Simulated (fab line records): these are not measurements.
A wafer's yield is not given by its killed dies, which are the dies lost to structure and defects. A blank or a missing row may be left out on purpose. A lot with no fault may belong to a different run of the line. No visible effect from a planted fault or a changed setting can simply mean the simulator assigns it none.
What tool caused it? + flow nand_harc + 31 wafers from 11 lots sampled at 9 of the route's 1302 steps

== WHAT THE GAUGES SHOWED, per wafer ==
NHARC_A_ONON_D2_THK_MEAS_34: measures by ellipsometry. Usual: thk_nm reads 199 nm (standard deviation 3.5).
| lot  | measured     | on            | thk_nm (nm) | flag |
|------|--------------|---------------|-------------|------|
| L379 | day 15 19:22 | film_metro-01 | 196 202 202 |      |
| L378 | day 15 19:22 | film_metro-02 | 198 195 199 |      |
| L381 | day 17 06:49 | film_metro-02 | 196 200 198 |      |
| L383 | day 17 20:26 | film_metro-02 | 196 202 199 |      |
| L382 | day 17 20:39 | film_metro-02 | 198 196 201 |      |
| L384 | day 18 16:40 | film_metro-02 | 199 199     |      |
| L387 | day 19 03:16 | film_metro-02 | 196 196     |      |
| L389 | day 20 04:06 | film_metro-02 | 203 205 205 |      |
| L392 | day 21 00:25 | film_metro-02 | 200 200 199 |      |
| L394 | day 22 13:59 | film_metro-01 | 201 200 203 |      |
| L395 | day 23 01:49 | film_metro-01 | 203 201 206 |      |

NHARC_A_CHANNEL_HOLE_D2_CD_MEAS_10 targets a cd of 100 nm. Usual: cd_nm reads 100.2 nm (standard deviation 0.51).
| lot  | measured     | on        | cd_nm (nm)       | flag |
|------|--------------|-----------|------------------|------|
| L379 | day 16 00:16 | cd_sem-01 | 99.9 99.8 100.2  |      |
| L378 | day 16 00:37 | cd_sem-01 | 100.6 100.3 99.4 |      |
| L381 | day 17 10:22 | cd_sem-02 | 99.9 100.4 99.7  |      |
| L383 | day 18 00:31 | cd_sem-01 | 99.5 99.4 99.5   |      |
| L382 | day 18 00:50 | cd_sem-03 | 99.2 100.4 100.3 |      |
| L384 | day 18 22:38 | cd_sem-02 | 88.4 99.9        | OFF  |
| L387 | day 19 09:17 | cd_sem-03 | 89.4 99.8        | OFF  |
| L389 | day 20 06:46 | cd_sem-02 | 90.2 100.8 100.1 | OFF  |
| L392 | day 21 03:33 | cd_sem-03 | 99.8 100.6 100.1 |      |
| L394 | day 22 16:49 | cd_sem-03 | 99.6 100.3 100.2 |      |
| L395 | day 23 05:22 | cd_sem-02 | 100.6 99.9 100.4 |      |

NHARC_A_CHANNEL_HOLE_D2_OVL_MEAS_11. Usual: overlay_x_nm 0.3 nm, standard deviation 0.74; overlay_y_nm 0.1 nm, standard deviation 0.97.
| lot  | measured     | on         | overlay_x_nm (nm) | overlay_y_nm (nm) | flag |
|------|--------------|------------|-------------------|-------------------|------|
| L379 | day 16 00:21 | overlay-01 | -0.1 -0.1 0.3     | 1.3 1.3 1.8       |      |
| L378 | day 16 00:41 | overlay-02 | 0.2 -0.1 0.4      | 1.1 1.1 1.2       |      |
| L381 | day 17 10:27 | overlay-01 | 1.0 1.3 0.8       | 0.8 0.6 0.4       |      |
| L383 | day 18 00:35 | overlay-02 | 0.6 0.4 -0.3      | -0.3 -0.1 0.2     |      |
| L382 | day 18 00:55 | overlay-01 | -1.0 -1.1 -0.4    | 0.9 0.4 1.1       |      |
| L384 | day 18 22:43 | overlay-01 | 1.0 1.3           | -1.4 -1.0         |      |
| L387 | day 19 09:22 | overlay-01 | 1.1 0.1           | -1.1 -0.9         |      |
| L389 | day 20 06:51 | overlay-02 | 0.0 0.3 -0.1      | 0.7 0.7 0.3       |      |
| L392 | day 21 03:38 | overlay-02 | -1.3 -1.4 -0.9    | 0.0 -0.3 -0.3     |      |
| L394 | day 22 16:54 | overlay-01 | -0.3 -0.5 0.1     | 0.2 0.1 -0.5      |      |
| L395 | day 23 05:26 | overlay-02 | -0.3 -0.3 -0.2    | 0.3 1.0 1.2       |      |

NHARC_A_CHANNEL_HOLE_D2_CD_MEAS_18. Usual: cd_nm reads 100 nm (standard deviation 3.9).
| lot  | measured     | on        | cd_nm (nm)  | flag |
|------|--------------|-----------|-------------|------|
| L379 | day 16 02:03 | cd_sem-03 | 105 105 100 |      |
| L378 | day 16 01:53 | cd_sem-01 | 96 99 101   |      |
| L381 | day 17 11:40 | cd_sem-01 | 107 98 109  |      |
| L383 | day 18 01:47 | cd_sem-03 | 100 101 98  |      |
| L382 | day 18 02:08 | cd_sem-01 | 99 98 102   |      |
| L384 | day 19 00:02 | cd_sem-01 | 82 100      |      |
| L387 | day 19 10:35 | cd_sem-01 | 89 97       |      |
| L389 | day 20 08:04 | cd_sem-01 | 88 100 103  |      |
| L392 | day 21 04:51 | cd_sem-02 | 103 99 103  |      |
| L394 | day 22 18:19 | cd_sem-03 | 93 95 102   |      |
| L395 | day 23 06:39 | cd_sem-03 | 98 102 104  |      |

NHARC_A_CHANNEL_HOLE_D2_CD_MEAS_31. Usual: cd_nm reads 89.4 nm (standard deviation 1.3).
| lot  | measured     | on        | cd_nm (nm)     | flag |
|------|--------------|-----------|----------------|------|
| L379 | day 16 11:31 | cd_sem-01 | 90.0 90.3 89.4 |      |
| L378 | day 16 08:54 | cd_sem-01 | 88.3 87.3 87.2 |      |
| L381 | day 17 17:16 | cd_sem-01 | 91.5 88.9 90.5 |      |
| L383 | day 18 10:01 | cd_sem-03 | 86.2 88.2 88.5 |      |
| L382 | day 18 12:01 | cd_sem-03 | 88.5 91.5 90.7 |      |
| L384 | day 19 11:01 | cd_sem-02 | 76.7 91.3      | OFF  |
| L387 | day 19 16:20 | cd_sem-01 | 77.8 88.2      | OFF  |
| L389 | day 20 16:09 | cd_sem-01 | 77.7 89.9 88.0 | OFF  |
| L392 | day 21 10:29 | cd_sem-02 | 85.7 88.4 87.9 |      |
| L394 | day 23 00:03 | cd_sem-03 | 90.8 90.6 89.2 |      |
| L395 | day 23 12:48 | cd_sem-01 | 87.9 89.6 89.0 |      |

NHARC_END_SORT_01. Usual: killed_at_array 54, standard deviation 21; killed_at_other 0.9, standard deviation 1.1; killed_at_periphery 3.5, standard deviation 2.5; killed_dies 58, standard deviation 21; killed_open 3.3, standard deviation 1.9; killed_short 2.6, standard deviation 1.8.
| lot  | measured     | on        | killed_at_array | killed_at_other | killed_at_periphery | killed_dies | killed_open | killed_short | flag |
|------|--------------|-----------|-----------------|-----------------|---------------------|-------------|-------------|--------------|------|
| L379 | day 27 07:18 | prober-02 | 33 33 44        | 0 2 0           | 3 0 1               | 36 35 45    | 1 2 5       | 5 2 1        |      |
| L378 | day 27 16:41 | prober-02 | 67 78 96        | 1 0 1           | 2 3 7               | 70 81 104   | 2 3 6       | 3 5 1        |      |
| L381 | day 28 11:56 | prober-02 | 55 49 55        | 0 0 0           | 1 1 2               | 56 50 57    | 5 3 6       | 2 3 3        |      |
| L383 | day 29 21:07 | prober-02 | 41 34 39        | 0 2 0           | 4 2 2               | 45 38 41    | 5 3 1       | 3 5 1        |      |
| L382 | day 29 02:26 | prober-01 | 46 37 42        | 0 0 0           | 5 4 5               | 51 41 47    | 3 1 5       | 1 2 2        |      |
| L384 | day 30 22:23 | prober-02 | 78 60           | 0 0             | 5 6                 | 83 66       | 2 5         | 3 3          |      |
| L387 | day 30 18:04 | prober-01 | 55 41           | 0 4             | 10 11               | 65 56       | 4 0         | 0 2          |      |
| L389 | day 31 23:44 | prober-01 | 90 81 70        | 0 2 2           | 4 6 7               | 94 89 79    | 3 3 6       | 3 1 4        |      |
| L392 | day 32 05:32 | prober-02 | 87 77 94        | 1 1 1           | 4 3 2               | 92 81 97    | 4 5 3       | 6 2 4        |      |
| L394 | day 33 18:04 | prober-02 | 26 22 26        | 6 1 1           | 2 4 2               | 34 27 29    | 7 5 6       | 2 4 4        |      |
| L395 | day 34 04:04 | prober-02 | 35 51 41        | 2 1 0           | 1 5 1               | 38 57 42    | 5 6 2       | 5 4 4        |      |

== WHICH TOOL RAN EACH LOT (tool, then ch and the chambers of the sampled wafers, then the start) ==
| lot  | NHARC_A_CHANNEL_HOLE_D2_PEB_08    | NHARC_A_CHANNEL_HOLE_D2_ETCH_19  | NHARC_A_CHANNEL_HOLE_D2_XSEM_32 |
|------|-----------------------------------|----------------------------------|---------------------------------|
| L379 | litho_track-04 ch 0, day 16 00:11 | har_etch-01 ch 0,1, day 16 06:02 | xsem-02 ch 0, day 16 11:37      |
| L378 | litho_track-04 ch 0, day 16 00:31 | har_etch-02 ch 0,1, day 16 03:26 | xsem-01 ch 0, day 16 08:59      |
| L381 | litho_track-04 ch 0, day 17 10:17 | har_etch-01 ch 0,1, day 17 11:44 | xsem-01 ch 0, day 17 17:22      |
| L383 | litho_track-01 ch 0, day 18 00:26 | har_etch-01 ch 0,1, day 18 04:32 | xsem-02 ch 0, day 18 10:07      |
| L382 | litho_track-01 ch 0, day 18 00:46 | har_etch-02 ch 0,1, day 18 06:30 | xsem-01 ch 0, day 18 12:06      |
| L384 | litho_track-01 ch 0, day 18 22:34 | har_etch-01 ch 1, day 19 05:29   | xsem-02 ch 0, day 19 11:07      |
| L387 | litho_track-01 ch 0, day 19 09:12 | har_etch-01 ch 0,1, day 19 10:40 | xsem-02 ch 0, day 19 16:26      |
| L389 | litho_track-01 ch 0, day 20 06:41 | har_etch-01 ch 0,1, day 20 10:37 | xsem-02 ch 0, day 20 16:14      |
| L392 | litho_track-04 ch 0, day 21 03:28 | har_etch-01 ch 0,1, day 21 04:57 | xsem-02 ch 0, day 21 10:34      |
| L394 | litho_track-06 ch 0, day 22 16:44 | har_etch-02 ch 0,1, day 22 18:23 | xsem-02 ch 0, day 23 00:08      |
| L395 | litho_track-01 ch 0, day 23 05:16 | har_etch-02 ch 0,1, day 23 07:18 | xsem-01 ch 0, day 23 12:53      |
- NHARC_A_CHANNEL_HOLE_D2_PEB_08: peb time 65 s.
- NHARC_A_CHANNEL_HOLE_D2_ETCH_19: etches the open film in C4F8/O2/Ar, time 34.5 s.
- NHARC_A_CHANNEL_HOLE_D2_XSEM_32

== WHAT THE TOOLS THEMSELVES READ (means of the sampled wafers that have a number; where no wafer has one, the mark that the record gives instead) ==
NHARC_A_CHANNEL_HOLE_D2_PEB_08. Usual: heater_power_total_W reads 156.6 W (standard deviation 0.41).
| lot  | tool           | heater_power_total_W (W) | flag |
|------|----------------|--------------------------|------|
| L379 | litho_track-04 | 156.7                    |      |
| L378 | litho_track-04 | 156.7                    |      |
| L381 | litho_track-04 | 156.5                    |      |
| L383 | litho_track-01 | 156.9                    |      |
| L382 | litho_track-01 | 156.6                    |      |
| L384 | litho_track-01 | 173.4                    | OFF  |
| L387 | litho_track-01 | 172.5                    | OFF  |
| L389 | litho_track-01 | 167.8                    | OFF  |
| L392 | litho_track-04 | 156.3                    |      |
| L394 | litho_track-06 | 156.3                    |      |
| L395 | litho_track-01 | 156.6                    |      |

NHARC_A_CHANNEL_HOLE_D2_ETCH_19. Usual: drypump_motor_current_A 5.5 A, standard deviation 0.41; mfc_ar_sccm 375.0 sccm, standard deviation 1.3; o2_flow_sccm 96.2 sccm, standard deviation 0.33; showerhead_plenum_p_Torr 3.69 Torr, standard deviation 0.15; throttle_valve_pct 37.038 %, standard deviation 0.0087.
| lot  | tool        | drypump_motor_current_A (A) | mfc_ar_sccm (sccm) | o2_flow_sccm (sccm) | showerhead_plenum_p_Torr (Torr) | throttle_valve_pct (%) | flag |
|------|-------------|-----------------------------|--------------------|---------------------|---------------------------------|------------------------|------|
| L379 | har_etch-01 | 5.8                         | 376.3              | 96.2                | 3.65                            | 37.042                 |      |
| L378 | har_etch-02 | 5.3                         | 374.9              | 96.1                | 3.69                            | 37.048                 |      |
| L381 | har_etch-01 | 5.8                         | 376.1              | 96.6                | 3.64                            | 37.042                 |      |
| L383 | har_etch-01 | 5.8                         | 376.0              | 96.5                | 3.64                            | 37.034                 |      |
| L382 | har_etch-02 | 5.3                         | 373.3              | 95.8                | 3.82                            | 37.031                 |      |
| L384 | har_etch-01 | 6.1                         | 374.8              | 96.1                | 3.70                            | 37.036                 |      |
| L387 | har_etch-01 | 5.7                         | 375.9              | 96.0                | 3.60                            | 37.033                 |      |
| L389 | har_etch-01 | 5.5                         | 375.4              | 96.0                | 3.55                            | 37.040                 |      |
| L392 | har_etch-01 | 5.8                         | 373.9              | 96.3                | 3.61                            | 37.042                 |      |
| L394 | har_etch-02 | 5.6                         | 376.5              | 96.2                | 3.86                            | 37.029                 |      |
| L395 | har_etch-02 | 5.3                         | 375.1              | 96.3                | 3.78                            | 37.026                 |      |

NHARC_A_CHANNEL_HOLE_D2_XSEM_32. Usual: bot_cd_nm 73.8 nm, standard deviation 1.4; bow_nm 8.61 nm, standard deviation 0.29; tilt_deg 0.07 degrees, standard deviation 0.031.
| lot  | tool    | bot_cd_nm (nm) | bow_nm (nm) | tilt_deg (degrees) | flag |
|------|---------|----------------|-------------|--------------------|------|
| L379 | xsem-02 | 73.8           | 8.63        | 0.09               |      |
| L378 | xsem-01 | 72.5           | 8.39        | 0.06               |      |
| L381 | xsem-01 | 74.1           | 8.85        | 0.13               |      |
| L383 | xsem-02 | 72.1           | 8.85        | 0.07               |      |
| L382 | xsem-01 | 74.2           | 9.24        | 0.09               |      |
| L384 | xsem-02 | 68.2           | 8.47        | 0.12               | OFF  |
| L387 | xsem-02 | 67.5           | 9.00        | 0.07               | OFF  |
| L389 | xsem-02 | 70.2           | 8.90        | 0.10               |      |
| L392 | xsem-02 | 72.7           | 8.48        | 0.07               |      |
| L394 | xsem-02 | 74.7           | 8.57        | 0.03               |      |
| L395 | xsem-01 | 73.9           | 8.51        | 0.02               |      |

== THE ANSWER, worked out from the rows above alone ==
Rule: lot off if the mean of its wafers having a number is beyond 3 standard deviations from the usual mean. A lot without any number at a reading at which 4 lots or more have one is off too. The other lots that the step has rows for count as sound. The gauges are gone through in route order, then the tools' own readings, and for those a lot's mean is taken as printed above. The first step at which some lot is off is used, and at that step the reading that is off furthest; a lot without a number counts as furthest.
Off: L384, L387, L389, at NHARC_A_CHANNEL_HOLE_D2_CD_MEAS_10 (cd_nm).
If a tool, at a process step before that reading, ran all the lots that are off and no sound lot after the first of them, it fits. The gauges at NHARC_A_CHANNEL_HOLE_D2_CD_MEAS_10 aren't tried: what is off there is off at NHARC_A_CHANNEL_HOLE_D2_PEB_08 too, on other tools, and a gauge's error can't cause that. None of those tried fits.

== WHAT THE SIMULATOR HAD PUT IN ==
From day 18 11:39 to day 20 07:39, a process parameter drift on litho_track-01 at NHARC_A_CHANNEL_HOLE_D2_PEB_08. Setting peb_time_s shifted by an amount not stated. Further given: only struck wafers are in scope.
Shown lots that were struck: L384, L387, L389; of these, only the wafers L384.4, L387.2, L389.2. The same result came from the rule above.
